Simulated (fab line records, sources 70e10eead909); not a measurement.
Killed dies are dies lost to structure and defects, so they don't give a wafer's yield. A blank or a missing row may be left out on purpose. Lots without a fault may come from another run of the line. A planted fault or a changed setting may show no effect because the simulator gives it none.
fab line records | flow nand_harc | part 1 of 2: steps 1 to 26 of 32
record lots=5 wafers=15 last_day=32
route steps=1302 shown A_WL_FILL@971 A_CONTACT@983
lots that met no fault: from a run of the same line without faults
start_h: hours from the record's first day to the start of the lot's first wafer shown | wait_h: hours since the lot's step before | " the same as in the row above | L1.1+2: a row that stands for several wafers | - no value, or no start given | * or withheld: withheld | < > ~ a bound
route shown NAME@n: a module of which the file shows steps, and the number in the route of the first | usual: mean/standard deviation of fault-free wafers | same: alike in all rows | chamber/n: place in a boat | sites: the reading at each site | _std_site: their standard deviation | _edge_site: outer sites' mean less inner sites' | radius_mm: how far each site lies from the wafer's centre | mask NAME#n: copy n | behind: the tool/chamber that last shaped the wafer | hold: why the lot was held/for how many hours/how that ended | device: the transistor (n, p or np) that didn't switch | end of line: the same wafers' tests at the end of the route | a step without rows: its recipe alone | killed: dies lost to structure and defects at the first sort, not the wafer's yield | map: a wafer's dies, x killed, . not, _ none there
set.NAME: the setting as run; set.NAME@STEP: as run at that earlier step | model.NAME: the simulator's own value behind a step, which no gauge read
lots at some steps of the route; a table a step, a row a wafer
services: from which hour (start_h, from the record's first day; less than 0 if before it) a tool's chamber was out of use, for how many hours, and why
## steps
# step NHARC_A_WL_FILL_CVD_23
# recipe target_thk_a=400 temp_c=620 pressure_mtorr=200 time_s=800 material=poly-Si
# usual pressure_mtorr=200.0/0.4
# columns lot.wafer tool chamber start_h wait_h pressure_mtorr
L079.1 lpcvd_poly-04 0 543.55 2.3 200.1
L079.3 " 0 " " 199.7
L079.5 " 0 " " 200.6
L089.1 lpcvd_poly-01 0 620.05 2.4 200.3
L089.3 " 0 " " 200.2
L089.5 " 0 " " 200.1
L091.3 lpcvd_poly-03 0 630.27 2.4 200.3
L091.4 " 0 " " 199.6
L091.6 " 0 " " 200.1
L093.2 lpcvd_poly-04 0 665.63 2.3 200.0
L093.4 " 0 " " 200.0
L093.5 " 0 " " 199.2
L094.2 lpcvd_poly-03 0 676.41 2.4 200.0
L094.3 " 0 " " 200.6
L094.6 " 0 " " 200.1
# step NHARC_A_WL_FILL_ETCHBACK_26
# recipe target_depth_a=520 time_s=13.3 hbr_flow_sccm=150 rf_w=350 icp_w=350 bias_w=60 chemistry=HBr
# usual drypump_motor_current_A=5.6/0.43 oes_product_au=0.996/0.013 throttle_valve_pct=23.267/0.0095
# columns lot.wafer tool chamber start_h wait_h drypump_motor_current_A oes_product_au rf_hours_counter_h throttle_valve_pct
L079.1 rie_si-03 3 546.14 0.4 5.4 0.991 0.71 23.268
L079.3 " 0 " " 5.6 1.017 0.75 23.274
L079.5 " 2 " " 5.2 0.979 - 23.273
L089.1 rie_si-06 1 622.60 0.4 5.7 0.985 0.10 23.264
L089.3 " 2 " " 5.6 0.999 0.10 23.270
L089.5 " 1 " " 5.6 0.992 - 23.274
L091.3 rie_si-06 3 632.88 0.4 6.1 1.008 0.10 23.270
L091.4 " 2 " " 5.6 0.996 0.14 23.278
L091.6 " 0 " " 5.3 1.008 - 23.257
L093.4 rie_si-03 3 668.23 0.4 5.4 0.992 0.54 23.276
L093.2 " 0 " " 5.6 1.003 0.59 23.257
L093.5 " 2 " " 5.2 0.982 - 23.252
L094.3 rie_si-06 2 678.95 0.4 5.6 1.003 0.45 23.254
L094.2 " 3 " " 6.1 0.999 0.51 23.268
L094.6 " 3 " " 6.0 0.998 - 23.281
# step NHARC_A_WL_FILL_PRECLEAN_30
# recipe time_s=10 chemistry=dHF
# columns lot.wafer tool chamber start_h wait_h
L079.3+1+5 wet_bench-04 4,6,0 546.27 0.1
L089.1+5+3 wet_bench-04 6,7,0 622.75 0.1
L091.4+3+6 wet_bench-04 5,6,0 633.02 0.1
L093.4+5+2 wet_bench-07 3,5,7 668.36 0.1
L094.3+6+2 wet_bench-04 3,5,6 679.09 0.1
# step NHARC_A_WL_FILL_SRD_14
# columns lot.wafer tool chamber start_h wait_h
L079.3+1+5 wet_bench-04 4,6,0 546.29 0.0
L089.1+5+3 wet_bench-04 6,7,0 622.76 0.0
L091.4+3+6 wet_bench-04 5,6,0 633.05 0.0
L093.4+5+2 wet_bench-07 3,5,7 668.39 0.0
L094.3+6+2 wet_bench-04 3,5,6 679.12 0.0
# step NHARC_A_WL_FILL_ALD_19
# recipe target_thk_a=20 pulse_time_s=3 ald_cycles=100 temp_c=450 material=TiN
# usual heater_power_outer_w=694/93 heater_power_w=1090/130 precursor_pulse_height_rel=1.000/0.019
# columns lot.wafer tool chamber start_h wait_h heater_power_outer_w heater_power_w precursor_pulse_height_rel
L079.1 ald_metal-03 1 546.39 0.1 751 1168 0.984
L079.3 " 3 " " 748 1126 1.023
L079.5 " 1 " " 734 1233 0.983
L089.1 ald_metal-04 0 622.87 0.1 634 1090 0.998
L089.3 " 1 " " 756 1141 1.010
L089.5 " 1 " " 756 1148 0.991
L091.4 ald_metal-01 2 633.17 0.1 795 1226 1.002
L091.3 " 3 " " 598 930 1.007
L091.6 " 2 " " 783 1224 1.010
L093.4 ald_metal-01 1 668.49 0.1 708 1095 0.980
L093.2 " 3 " " 616 953 1.029
L093.5 " 1 " " 737 1089 1.019
L094.2 ald_metal-03 1 679.25 0.1 731 1139 0.982
L094.3 " 2 " " 708 1109 0.992
L094.6 " 2 " " 695 1103 1.016
# step NHARC_A_WL_FILL_CVD_20
# recipe target_thk_a=1000 temp_c=400 pressure_torr=40 wf6_flow_sccm=40 h2_flow_sccm=1600 ar_flow_sccm=1560 time_s=74 material=W
# usual heater_power_outer_w=515/28 heater_power_w=845/63 throttle_valve_pct=8.0/0.39
# columns lot.wafer tool chamber start_h wait_h heater_power_outer_w heater_power_w throttle_valve_pct
L079.1 cvd_w-01 0 - - 533 882 8.6
L079.3 " 1 " " 538 838 7.7
L079.5 " 0 " " 519 905 8.8
L089.1 cvd_w-01 1 - - 542 860 8.3
L089.3 " 1 " " 529 886 8.0
L089.5 " 1 " " 530 869 8.0
L091.3 cvd_w-01 1 - - 534 850 8.0
L091.4 " 0 " " 546 924 8.3
L091.6 " 1 " " 523 893 8.0
L093.2 cvd_w-01 1 - - 521 873 7.9
L093.4 " 0 " " 537 908 8.5
L093.5 " 1 " " 543 871 7.7
L094.2 cvd_w-01 1 - - 549 861 8.0
L094.3 " 1 " " 549 858 7.8
L094.6 " 0 " " 527 928 8.6
# step NHARC_A_WL_FILL_CMP_12
# recipe t_overpolish_s=30 target_thk_nm=100
# usual motor_current_A=12.4/1.5 overpolish_run_s=29.999/0.0094 time_to_endpoint_s=20/3.2
# columns lot.wafer tool chamber start_h wait_h motor_current_A overpolish_run_s time_to_endpoint_s
L079.1 cmp-02 0 546.84 0.2 11.7 29.995 25
L079.3 " 1 " " 14.4 29.989 20
L079.5 " 0 " " 12.4 30.010 23
L089.3 cmp-03 0 623.25 0.1 10.8 29.994 19
L089.1 " 1 " " 11.4 29.984 16
L089.5 " 0 " " 10.4 29.987 20
L091.3 cmp-04 0 633.55 0.1 14.5 29.993 25
L091.4 " 2 " " 11.4 30.013 23
L091.6 " 3 " " 11.3 29.996 22
L093.4 cmp-04 0 668.89 0.1 14.6 30.011 21
L093.2 " 1 " " 14.0 29.997 21
L093.5 " 0 " " 15.4 30.018 20
L094.2 cmp-04 1 679.68 0.2 13.1 29.996 21
L094.3 " 3 " " 11.8 29.991 23
L094.6 " 1 " " 14.2 29.996 23
# step NHARC_A_WL_FILL_SRD_31
# columns lot.wafer tool chamber start_h wait_h
L079.5+1+3 wet_bench-04 2,3,4 547.14 0.0
L089.5+1+3 wet_bench-07 7,0,3 623.57 0.0
L091.4+6+3 wet_bench-04 2,6,7 633.85 0.0
L093.5+2+4 wet_bench-04 5,7,0 669.19 0.0
L094.2+6+3 wet_bench-05 0,1,3 679.97 0.0
# step NHARC_A_WL_FILL_INSPECT_15
# usual raw_defect_count=463/110
# columns lot.wafer tool chamber start_h wait_h raw_defect_count
L079.1 defect_inspect-01 - 547.28 0.0 581
L079.3 " - " " 405
L079.5 " - " " 521
L089.1 defect_inspect-02 - 623.71 0.0 509
L089.3 " - " " 515
L089.5 " - " " 538
L091.3 defect_inspect-01 - 634.00 0.0 331
L091.4 " - " " 384
L091.6 " - " " 380
L093.2 defect_inspect-01 - 669.33 0.0 422
L093.4 " - " " 355
L093.5 " - " " 549
L094.2 defect_inspect-01 - 680.15 0.0 641
L094.3 " - " " 651
L094.6 " - " " 479
# step NHARC_A_CONTACT_DEP_24
# recipe target_thk_a=5000 temp_c=400 pressure_torr=6.5 rf_w=900 teos_flow_sccm=161.4 flow_sccm=2650 target_thk_nm=500 gas=O2 material=SiO2
# usual heater_power_outer_w=332/76 heater_power_w=583/120 throttle_valve_pct=15.9/0.42
# columns lot.wafer tool chamber start_h wait_h heater_power_outer_w heater_power_w throttle_valve_pct
L079.3 pecvd-02 0 547.41 0.1 242 466 15.6
L079.1 " 1 " " 390 653 16.0
L079.5 " 0 " " 259 496 15.8
L089.1 pecvd-03 2 623.78 0.1 263 477 15.5
L089.3 " 0 " " 293 525 16.1
L089.5 " 1 " " 359 604 16.5
L091.3 pecvd-03 2 634.07 0.1 313 566 15.6
L091.4 " 2 " " 332 588 15.7
L091.6 " 1 " " 286 514 16.5
L093.2 pecvd-03 0 669.40 0.1 297 526 16.1
L093.4 " 2 " " 252 463 15.8
L093.5 " 2 " " 285 522 15.6
L094.2 pecvd-02 2 680.22 0.1 370 669 15.3
L094.3 " 1 " " 352 589 16.1
L094.6 " 0 " " 263 498 15.6
# step NHARC_A_CONTACT_DEP_28
# recipe target_thk_a=70000 temp_c=400 material=aC
# usual throttle_valve_pct=35.000/0.0081
# columns lot.wafer tool chamber start_h wait_h throttle_valve_pct
L079.1 acl_dep-01 0 547.95 0.1 34.996
L079.3 " 0 549.34 1.4 35.005
L079.5 " 0 550.73 2.8 34.997
L089.1 acl_dep-02 0 624.38 0.1 34.994
L089.3 " 0 625.81 1.5 35.009
L089.5 " 0 627.23 2.9 34.985
L091.3 acl_dep-01 0 636.14 1.5 34.998
L091.4 " 0 " " 35.009
L091.6 " 0 638.27 3.6 34.997
L093.2 acl_dep-02 0 672.39 2.2 35.002
L093.4 " 0 673.81 3.7 35.000
L093.5 " 0 " " 35.002
L094.2 acl_dep-03 0 683.44 2.7 35.011
L094.3 " 0 " " 34.994
L094.6 " 0 686.27 5.5 35.015
# step NHARC_A_CONTACT_DEP_29
# recipe target_thk_a=1000 target_thk_nm=100 temp_c=400 pressure_torr=3.5 flow_sccm=200 rf_w=350 material=SiON
# usual heater_power_outer_w=479/79 heater_power_w=780/110
# columns lot.wafer tool chamber start_h wait_h heater_power_outer_w heater_power_w
L079.1 pecvd-02 0 552.17 3.5 411 668
L079.3 " 1 " " 526 865
L079.5 " 2 " " 547 836
L089.3 pecvd-03 0 628.68 2.2 479 761
L089.1 " 1 " " 500 803
L089.5 " 1 " " 505 794
L091.3 pecvd-03 0 639.11 2.3 460 775
L091.4 " 2 " " 480 803
L091.6 " 2 " " 491 813
L093.2 pecvd-02 2 676.02 2.9 587 946
L093.4 " 0 " " 405 703
L093.5 " 1 " " 533 858
L094.3 pecvd-01 2 687.01 2.2 475 781
L094.2 " 1 " " 604 1000
L094.6 " 0 " " 455 705
# step NHARC_A_CONTACT_DEHYDRATE_32
# recipe temp_c=150 time_s=120
# usual heater_power_total_W=182.6/1.2
# columns lot.wafer tool chamber start_h wait_h heater_power_total_W
L079.1 litho_track-04 0 552.41 0.2 183.1
L079.3 " 0 " " 181.2
L079.5 " 0 " " 182.6
L089.1 litho_track-04 0 628.95 0.2 180.5
L089.3 " 0 " " 183.9
L089.5 " 0 " " 183.5
L091.3 litho_track-01 0 639.38 0.2 181.9
L091.4 " 0 " " 182.0
L091.6 " 0 " " 182.1
L093.2 litho_track-04 0 676.23 0.2 181.0
L093.4 " 0 " " 184.4
L093.5 " 0 " " 182.0
L094.2 litho_track-01 0 687.28 0.2 182.5
L094.3 " 0 " " 183.4
L094.6 " 0 " " 182.9
# step NHARC_A_CONTACT_HMDS_33
# recipe time_s=30
# columns lot.wafer tool chamber start_h wait_h
L079.1+3+5 litho_track-04 0 - -
L089.1+3+5 litho_track-04 0 - -
L091.3+4+6 litho_track-01 0 - -
L093.2+4+5 litho_track-04 0 - -
L094.2+3+6 litho_track-01 0 - -
# step NHARC_A_CONTACT_COAT_34
# recipe temp_c=260 time_s=75
# usual heater_power_total_W=486.8/1.5
# columns lot.wafer tool chamber start_h wait_h heater_power_total_W
L079.1 litho_track-04 0 - - 489.0
L079.3 " 0 " " 484.5
L079.5 " 0 " " 488.3
L089.1 litho_track-04 0 - - 487.6
L089.3 " 0 " " 485.3
L089.5 " 0 " " 485.0
L091.3 litho_track-01 0 - - 484.9
L091.4 " 0 " " 485.0
L091.6 " 0 " " 484.9
L093.2 litho_track-04 0 - - 484.8
L093.4 " 0 " " 488.3
L093.5 " 0 " " 489.2
L094.2 litho_track-01 0 - - 487.9
L094.3 " 0 " " 489.0
L094.6 " 0 " " 488.1
# step NHARC_A_CONTACT_COAT_35
# recipe temp_c=225 time_s=65
# usual heater_power_total_W=446.8/1.9
# columns lot.wafer tool chamber start_h wait_h heater_power_total_W
L079.1 litho_track-04 0 - - 445.7
L079.3 " 0 " " 449.7
L079.5 " 0 " " 444.1
L089.1 litho_track-04 0 - - 446.8
L089.3 " 0 " " 446.6
L089.5 " 0 " " 449.4
L091.3 litho_track-01 0 - - 449.7
L091.4 " 0 " " 444.6
L091.6 " 0 " " 444.0
L093.2 litho_track-04 0 - - 445.4
L093.4 " 0 " " 446.3
L093.5 " 0 " " 444.3
L094.2 litho_track-01 0 - - 444.8
L094.3 " 0 " " 443.9
L094.6 " 0 " " 445.7
# step NHARC_A_CONTACT_COAT_36
# recipe spin_rpm=1500 resist_thk_nm=90
# columns lot.wafer tool chamber start_h wait_h
L079.1+3+5 litho_track-04 0 - -
L089.1+3+5 litho_track-04 0 - -
L091.3+4+6 litho_track-01 0 - -
L093.2+4+5 litho_track-04 0 - -
L094.2+3+6 litho_track-01 0 - -
# step NHARC_A_CONTACT_SOFTBAKE_37
# recipe temp_c=105 time_s=55
# usual heater_power_total_W=188.45/0.14
# columns lot.wafer tool chamber start_h wait_h heater_power_total_W
L079.1 litho_track-04 0 - - 188.65
L079.3 " 0 " " 188.31
L079.5 " 0 " " 188.33
L089.1 litho_track-04 0 - - 188.62
L089.3 " 0 " " 188.48
L089.5 " 0 " " 188.44
L091.3 litho_track-01 0 - - 188.57
L091.4 " 0 " " 188.50
L091.6 " 0 " " 188.49
L093.2 litho_track-04 0 - - 188.55
L093.4 " 0 " " 188.57
L093.5 " 0 " " 188.50
L094.2 litho_track-01 0 - - 188.74
L094.3 " 0 " " 188.28
L094.6 " 0 " " 188.48
# step NHARC_A_CONTACT_EBR_38
# columns lot.wafer tool chamber start_h wait_h
L079.1+3+5 litho_track-04 0 - -
L089.1+3+5 litho_track-04 0 - -
L091.3+4+6 litho_track-01 0 - -
L093.2+4+5 litho_track-04 0 - -
L094.2+3+6 litho_track-01 0 - -
# step NHARC_A_CONTACT_EXPOSE_39
# recipe na=1.35 sigma_outer=0.8 dose_mj=58.79 mask_id=A_CC_3
# usual focus_offset_nm=0.0/0.49
# columns lot.wafer tool chamber start_h wait_h mask focus_offset_nm
L079.1 arfi_scanner-02 0 552.72 - A_CC_3#0 0.4
L079.3 " 0 " " A_CC_3#0 1.3
L079.5 " 0 " " A_CC_3#0 0.9
L089.1 arfi_scanner-01 0 629.39 - A_CC_3#0 -0.3
L089.3 " 0 " " A_CC_3#0 0.3
L089.5 " 0 " " A_CC_3#0 -0.4
L091.3 arfi_scanner-03 0 639.70 - A_CC_3#0 -0.8
L091.4 " 0 " " A_CC_3#0 -0.4
L091.6 " 0 " " A_CC_3#0 0.1
L093.2 arfi_scanner-03 0 676.55 - A_CC_3#0 0.2
L093.4 " 0 " " A_CC_3#0 0.5
L093.5 " 0 " " A_CC_3#0 -0.2
L094.2 arfi_scanner-01 0 687.59 - A_CC_3#0 0.3
L094.3 " 0 " " A_CC_3#0 0.3
L094.6 " 0 " " A_CC_3#0 -0.1
# step NHARC_A_CONTACT_PEB_40
# recipe peb_temp_c=100 peb_time_s=65
# usual heater_power_total_W=156.6/0.43
# columns lot.wafer tool chamber start_h wait_h heater_power_total_W
L079.1 litho_track-04 0 552.78 0.1 157.1
L079.3 " 0 " " 156.7
L079.5 " 0 " " 155.9
L089.1 litho_track-01 0 629.45 0.1 156.8
L089.3 " 0 " " 157.1
L089.5 " 0 " " 157.2
L091.3 litho_track-06 0 639.75 0.0 156.1
L091.4 " 0 " " 156.7
L091.6 " 0 " " 155.9
L093.2 litho_track-04 0 676.60 0.1 156.6
L093.4 " 0 " " 155.9
L093.5 " 0 " " 156.2
L094.2 litho_track-06 0 687.65 0.1 155.9
L094.3 " 0 " " 156.0
L094.6 " 0 " " 156.1
# step NHARC_A_CONTACT_DEVELOP_41
# recipe develop_time_s=35 dev_temp_c=23
# columns lot.wafer tool chamber start_h wait_h
L079.1+3+5 litho_track-04 0 - -
L089.1+3+5 litho_track-01 0 - -
L091.3+4+6 litho_track-06 0 - -
L093.2+4+5 litho_track-04 0 - -
L094.2+3+6 litho_track-06 0 - -
# step NHARC_A_CONTACT_CD_MEAS_42
# recipe target_cd_nm=300 landing_energy_ev=500
# usual cd_nm=299.9/0.61
# columns lot.wafer tool chamber start_h wait_h cd_nm
L079.1 cd_sem-02 0 552.86 - 299.4
L079.3 " 0 " " 300.6
L079.5 " 0 " " 301.1
L089.1 cd_sem-01 0 629.53 - 299.0
L089.3 " 0 " " 299.4
L089.5 " 0 " " 299.7
L091.3 cd_sem-03 0 639.83 - 299.1
L091.4 " 0 " " 300.2
L091.6 " 0 " " 299.6
L093.2 cd_sem-02 0 676.69 - 300.7
L093.4 " 0 " " 300.3
L093.5 " 0 " " 300.8
L094.2 cd_sem-03 0 687.73 - 299.9
L094.3 " 0 " " 299.3
L094.6 " 0 " " 300.2
# step NHARC_A_CONTACT_OVL_MEAS_43
# usual overlay_x_nm=-0.4/0.85 overlay_y_nm=0.0/0.89
# columns lot.wafer tool chamber start_h wait_h overlay_x_nm overlay_y_nm
L079.1 overlay-02 - 552.95 - -0.5 -1.8
L079.3 " - " " -0.6 -1.3
L079.5 " - " " -0.9 -1.8
L089.1 overlay-02 - 629.62 - -0.3 1.1
L089.3 " - " " -0.5 1.0
L089.5 " - " " -0.1 0.5
L091.3 overlay-01 - 639.92 - 0.0 0.2
L091.4 " - " " -0.5 0.2
L091.6 " - " " -0.4 0.5
L093.2 overlay-01 - 676.77 - -0.1 0.8
L093.4 " - " " -0.2 0.2
L093.5 " - " " -0.1 0.8
L094.2 overlay-01 - 687.82 - 0.0 0.8
L094.3 " - " " -0.2 0.3
L094.6 " - " " 0.3 0.9
# step NHARC_A_CONTACT_INSPECT_44
# usual raw_defect_count=79/38
# columns lot.wafer tool chamber start_h wait_h raw_defect_count
L079.1 defect_inspect-02 - 552.99 0.0 59
L079.3 " - " " 75
L079.5 " - " " 54
L089.1 defect_inspect-01 - 629.66 0.0 102
L089.3 " - " " 91
L089.5 " - " " 118
L091.3 defect_inspect-01 - 639.95 0.0 65
L091.4 " - " " 75
L091.6 " - " " 71
L093.2 defect_inspect-01 - 676.81 0.0 23
L093.4 " - " " 24
L093.5 " - " " 16
L094.2 defect_inspect-01 - 687.85 0.0 77
L094.3 " - " " 84
L094.6 " - " " 78
# step NHARC_A_CONTACT_DESCUM_47
# recipe time_s=3 o2_flow_sccm=200 ar_flow_sccm=0 bias_power_w=0 chemistry=O2
# usual drypump_motor_current_A=5.6/0.42 oes_product_au=1.000/0.012 rf_vpp_V=58.0/0.95 showerhead_plenum_p_Torr=1.95/0.095 throttle_valve_pct=11.311/0.0097
# same bias_power_w=0
# columns lot.wafer tool chamber start_h wait_h drypump_motor_current_A oes_product_au rf_hours_counter_h rf_vpp_V showerhead_plenum_p_Torr throttle_valve_pct
L079.3 rie_diel-07 2 553.05 0.1 5.9 0.996 30 57.7 1.96 11.302
L079.1 " 0 " " 5.9 0.977 28 57.3 2.03 11.306
L079.5 " 2 " " 5.9 0.995 - 57.6 1.96 11.313
L089.3 rie_diel-01 0 629.76 0.1 5.1 1.017 20 58.6 2.01 11.309
L089.1 " 2 " " 5.4 0.977 14 57.2 2.07 11.309
L089.5 " 3 " " 4.9 1.000 - 57.1 1.80 11.308
L091.3 rie_diel-01 0 640.02 0.1 5.1 1.020 27 58.6 2.01 11.304
L091.4 " 1 " " 6.0 1.001 27 57.8 1.86 11.301
L091.6 " 0 " " 5.1 1.022 - 57.7 2.01 11.313
L093.2 rie_diel-07 1 676.88 0.1 5.4 0.999 6 59.0 2.07 11.298
L093.4 " 3 " " 5.8 0.997 4 58.5 2.00 11.305
L093.5 " 0 " " 5.9 0.996 - 58.1 2.02 11.300
L094.3 rie_diel-12 2 687.93 0.1 5.1 1.024 8 55.0 1.78 11.338
L094.2 " 3 " " 6.3 1.006 5 57.5 1.99 11.322
L094.6 " 1 " " 5.9 0.994 - 57.9 2.01 11.308
